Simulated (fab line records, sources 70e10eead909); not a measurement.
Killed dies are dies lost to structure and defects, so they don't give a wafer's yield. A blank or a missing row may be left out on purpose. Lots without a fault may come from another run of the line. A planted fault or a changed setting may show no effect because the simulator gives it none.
Chamber matching | flow nand_harc | NHARC_A_STAIRCASE_ETCH_313 on rie_diel-03: 4 sister chambers
The step etches the open film in CF4/CHF3. 14 wafers are shown with their chamber, then 7 later ones without.

WAFERS WITH THEIR CHAMBER
wafer  | chamber | drypump_motor_current_A (A) | showerhead_plenum_p_Torr (Torr) | rf_vpp_V (V)
L076.2 | 2       | 5.40                        | 1.60                            | 371.3
L076.5 | 1       | 5.81                        | 1.68                            | 375.0
L076.6 | 2       | 5.43                        | 1.60                            | 371.7
L074.1 | 0       | 5.17                        | 1.46                            | 367.8
L074.4 | 1       | 5.80                        | 1.68                            | 373.4
L074.6 | 2       | 5.39                        | 1.60                            | 371.1
L078.3 | 2       | 5.40                        | 1.59                            | 371.7
L078.4 | 3       | 5.63                        | 1.56                            | 370.4
L078.6 | 2       | 5.39                        | 1.59                            | 372.3
L086.1 | 0       | 5.18                        | 1.70                            | 376.0
L086.3 | 3       | 5.64                        | 1.55                            | 370.1
L086.4 | 1       | 5.81                        | 1.68                            | 373.8
L088.1 | 1       | 5.83                        | 1.67                            | 372.2
L088.2 | 2       | 5.40                        | 1.59                            | 371.6

SIGNATURES (means of the wafers above)
reading                  | chamber 0 | chamber 1 | chamber 2 | chamber 3 | scatter within a chamber
drypump_motor_current_A  | 5.1750    | 5.8125    | 5.4017    | 5.6350    | 0.0129
showerhead_plenum_p_Torr | 1.5800    | 1.6775    | 1.5950    | 1.5550    | 0.0539
rf_vpp_V                 | 371.900   | 373.600   | 371.617   | 370.250   | 1.96
Rule: a wafer's distance from a chamber is the root of the sum, over the readings, of the square of ((its reading less the chamber's mean) divided by the reading's scatter). The wafer belongs to the nearest chamber; if the next one is less than 2 further off, it can't be placed. The scatter: the root of (the sum of the squares of (reading less its chamber's mean) over the shown wafers, divided by (wafers less chambers)).

WAFERS WITHOUT THEIR CHAMBER
wafer  | drypump_motor_current_A (A) | showerhead_plenum_p_Torr (Torr) | rf_vpp_V (V)
L088.5 | 5.39                        | 1.59                            | 370.6
L091.1 | 5.63                        | 1.55                            | 369.9
L091.2 | 5.18                        | 1.69                            | 374.4
L091.3 | 5.80                        | 1.67                            | 374.3
L093.2 | 5.62                        | 1.55                            | 369.0
L093.3 | 5.19                        | 1.69                            | 375.3
L093.6 | 5.61                        | 1.55                            | 371.2

WHICH CHAMBER EACH WENT THROUGH
wafer  | from the rows above | in truth
L088.5 | 2                   | 2
L091.1 | 3                   | 3
L091.2 | 0                   | 0
L091.3 | 1                   | 1
L093.2 | 3                   | 3
L093.3 | 0                   | 0
L093.6 | 3                   | 3
Placed correctly: 7 of 7. Can't be placed from these rows: 0. Placed wrongly: 0.
